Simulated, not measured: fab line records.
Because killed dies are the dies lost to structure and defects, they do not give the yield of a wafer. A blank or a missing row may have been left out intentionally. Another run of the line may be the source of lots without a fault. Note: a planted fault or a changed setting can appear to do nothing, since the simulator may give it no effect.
What tool caused it? | flow n5 finfet | 33 wafers from 11 lots sampled at 2 of the route's 1938 steps

== WHAT THE GAUGES SHOWED, per wafer ==
N5_PASSIVATION_OVL_MEAS_60.
lot  | measured     | on         | TV_OVL (nm)
L450 | day 12 03:38 | overlay-01 | 2 3 -2
L452 | day 12 07:42 | overlay-02 | 8 10 4
L451 | day 12 11:15 | overlay-01 | 3 9 0
L454 | day 13 21:34 | overlay-01 | 8 5 11
L453 | day 13 21:43 | overlay-02 | 4 9 -1
L458 | day 14 16:46 | overlay-02 | 5 3 8
L455 | day 14 16:48 | overlay-01 | -1 -9 -5
L459 | day 14 16:44 | overlay-01 | -6 -10 -2
L463 | day 16 01:22 | overlay-02 | 6 7 3
L468 | day 17 00:50 | overlay-01 | -1 8 -4
L470 | day 18 06:26 | overlay-02 | 9 6 9

== WHICH TOOL RAN EACH LOT (tool, then ch and the chambers of the sampled wafers, then the start) ==
lot  | N5_MIM_TOP_ETCH_PECVD_03
L450 | pecvd-02 ch 0,1,2, day 12 01:32
L452 | pecvd-02 ch 0,2, day 12 04:17
L451 | pecvd-02 ch 0,1,2, day 12 08:17
L454 | pecvd-01 ch 1,2, day 13 17:52
L453 | pecvd-02 ch 0,1,2, day 13 19:17
L458 | pecvd-03 ch 0,1,2, day 14 11:05
L455 | pecvd-02 ch 0,2, day 14 11:52
L459 | pecvd-01 ch 1,2, day 14 12:37
L463 | pecvd-02 ch 0,1, day 15 23:32
L468 | pecvd-03 ch 1,2, day 16 22:47
L470 | pecvd-01 ch 0,2, day 18 02:25
- N5_MIM_TOP_ETCH_PECVD_03: deposits SiNx from SiH4/NH3/N2, target thk 20 nm, time 17.6 s.

== THE ANSWER, worked out from the rows above alone ==
Rule: the lots themselves supply what counts as usual. The widest of any qualifying gaps counts: lots, ordered by their means at a reading, are off when they make up no more than a third of the lots, leave a main group of 4 or more, and stand apart from it by 3 or more times the standard deviation of that group's means. If all means in a main group match to the digits the tables above print for the reading, that group is not used. A lot without any number at a reading at which 4 lots or more have one is off too. All remaining lots with rows at the step are treated as sound.
None of the lots is off at any reading shown; this tells nothing.

== WHAT THE SIMULATOR PUT IN ==
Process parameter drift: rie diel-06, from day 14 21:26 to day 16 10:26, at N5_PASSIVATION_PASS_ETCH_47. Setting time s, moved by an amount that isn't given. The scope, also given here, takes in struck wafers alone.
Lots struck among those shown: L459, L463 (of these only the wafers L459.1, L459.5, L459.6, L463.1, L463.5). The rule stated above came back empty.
